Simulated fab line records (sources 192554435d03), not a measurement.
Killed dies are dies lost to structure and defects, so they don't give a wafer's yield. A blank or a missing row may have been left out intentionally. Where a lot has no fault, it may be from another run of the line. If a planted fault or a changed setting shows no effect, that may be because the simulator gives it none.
Matching of chambers	flow n5 finfet	N5_BEOL_M8_ETCH_72 on rie diel-02 has 4 sister chambers
The step etches underlayer in N2/H2, target depth 6.5 nm, time 5.2 s. 4 wafers are shown with their chamber, then 11 later ones without.

== EACH WAFER AND ITS CHAMBER ==
wafer	chamber	throttle valve pct (%)
L088.2	0	18.0
L087.5	2	18.2
L087.6	3	18.0
L092.1	1	17.5

== WAFERS MISSING THEIR CHAMBER ==
wafer	throttle valve pct (%)
L092.3	18.0
L092.6	18.1
L094.1	18.1
L094.2	18.0
L094.3	17.5
L095.2	18.0
L095.3	17.6
L095.6	18.1
L096.1	18.0
L096.3	18.3
L096.5	18.1

== EACH ONE'S CHAMBER ==
wafer	from the rows above	in truth
L092.3	can't be placed: 0 or 3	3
L092.6	can't be placed: 2 or 0 or 3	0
L094.1	can't be placed: 2 or 0 or 3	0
L094.2	can't be placed: 0 or 3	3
L094.3	1	1
L095.2	can't be placed: 0 or 3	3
L095.3	1	1
L095.6	can't be placed: 2 or 0 or 3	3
L096.1	can't be placed: 0 or 3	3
L096.3	2	2
L096.5	can't be placed: 2 or 0 or 3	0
Correct placement for 3 of the 11. Can't be placed from these rows: 8 (the true chamber is among the candidates in 8). Wrongly placed: 0.
How it was worked out, from the rows above alone: a wafer's distance from a chamber is the root of the sum, over the readings, of the square of ((its reading less the chamber's mean) divided by the reading's scatter). If the next closest chamber is less than 2 further off than the closest, the wafer can't be placed; otherwise it belongs to the closest. A chamber's mean is the mean of its shown wafers. The scatter: root of mean squared gap, hidden wafer to nearest shown wafer, with one shown wafer a chamber.
